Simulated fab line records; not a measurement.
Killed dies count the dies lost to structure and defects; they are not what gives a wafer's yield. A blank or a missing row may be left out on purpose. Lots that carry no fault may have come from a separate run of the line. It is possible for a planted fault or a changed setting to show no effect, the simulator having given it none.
Chamber matching | flow nand-harc | NHARC_A_STAIRCASE_ETCH_271 on rie-diel-02: 4 sister chambers
The step etches the open film in CF4/CHF3. 24 wafers are shown with their chamber, then 12 later ones without.

== WAFERS, EACH WITH ITS CHAMBER ==
wafer  | chamber | showerhead-plenum-p-Torr (Torr) | drypump-motor-current-A (A) | rf-vpp-V (V)
L074.1 | 2       | 1.56                            | 6.0                         | 370.4
L074.4 | 3       | 1.67                            | 5.2                         | 373.7
L074.6 | 3       | 1.67                            | 5.2                         | 375.7
L079.2 | 3       | 1.67                            | 5.2                         | 373.9
L079.4 | 2       | 1.56                            | 6.0                         | 371.3
L079.5 | 2       | 1.56                            | 6.0                         | 371.5
L079.1 | 1       | 1.67                            | 5.3                         | 373.9
L079.3 | 0       | 1.62                            | 5.2                         | 372.7
L079.6 | 3       | 1.67                            | 5.2                         | 373.0
L080.1 | 2       | 1.55                            | 5.9                         | 369.9
L080.2 | 1       | 1.67                            | 5.3                         | 373.1
L080.3 | 3       | 1.67                            | 5.2                         | 374.7
L081.2 | 2       | 1.55                            | 5.9                         | 369.5
L081.5 | 2       | 1.55                            | 6.0                         | 371.0
L081.6 | 1       | 1.67                            | 5.3                         | 372.5
L085.1 | 2       | 1.55                            | 5.9                         | 370.4
L085.3 | 0       | 1.61                            | 5.3                         | 372.4
L085.4 | 0       | 1.61                            | 5.2                         | 373.9
L085.2 | 3       | 1.67                            | 5.2                         | 372.5
L085.5 | 3       | 1.67                            | 5.2                         | 374.7
L085.6 | 2       | 1.55                            | 6.0                         | 369.7
L084.2 | 3       | 1.67                            | 5.2                         | 372.9
L084.3 | 2       | 1.55                            | 6.0                         | 369.8
L084.6 | 2       | 1.55                            | 6.0                         | 369.9

SIGNATURES, as means of the wafers listed above
reading                  | chamber 0 | chamber 1 | chamber 2 | chamber 3 | scatter within a chamber
showerhead-plenum-p-Torr | 1.6133    | 1.6700    | 1.5530    | 1.6700    | 0.00372
drypump-motor-current-A  | 5.233     | 5.300     | 5.970     | 5.200     | 0.0372
rf-vpp-V                 | 373.000   | 373.167   | 370.340   | 373.887   | 0.868
Rule: a wafer lies at a distance from a chamber equal to the root of the sum of squares, over the readings, of (its reading less the chamber's mean, divided by the reading's scatter). The wafer belongs to the nearest chamber; if the next one is less than 2 further off, it can't be placed. How the scatter is found: for the shown wafers, subtract from each reading the mean of its chamber, square and add these, divide the total by (wafers less chambers), then take the root.

== WAFERS WITH NO CHAMBER GIVEN ==
wafer  | showerhead-plenum-p-Torr (Torr) | drypump-motor-current-A (A) | rf-vpp-V (V)
L089.2 | 1.55                            | 5.9                         | 370.0
L089.4 | 1.66                            | 5.3                         | 374.3
L089.6 | 1.66                            | 5.2                         | 373.0
L088.2 | 1.55                            | 6.0                         | 370.2
L088.3 | 1.61                            | 5.2                         | 371.5
L088.4 | 1.66                            | 5.2                         | 374.1
L088.1 | 1.66                            | 5.2                         | 372.9
L088.5 | 1.61                            | 5.3                         | 371.2
L088.6 | 1.66                            | 5.2                         | 374.9
L097.2 | 1.66                            | 5.3                         | 372.1
L097.5 | 1.61                            | 5.3                         | 372.0
L097.6 | 1.66                            | 5.2                         | 372.7

== THE CHAMBER EACH PASSED THROUGH ==
wafer  | from the rows above     | in truth
L089.2 | 2                       | 2
L089.4 | can't be placed: 1 or 3 | 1
L089.6 | can't be placed: 3 or 1 | 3
L088.2 | 2                       | 2
L088.3 | 0                       | 0
L088.4 | can't be placed: 3 or 1 | 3
L088.1 | can't be placed: 3 or 1 | 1
L088.5 | 0                       | 0
L088.6 | can't be placed: 3 or 1 | 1
L097.2 | can't be placed: 1 or 3 | 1
L097.5 | 0                       | 0
L097.6 | can't be placed: 3 or 1 | 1
Correct placement for 5 of the 12. Unplaceable from these rows: 7, with the true chamber sitting among the candidates in 7. Wrongly placed: 0.
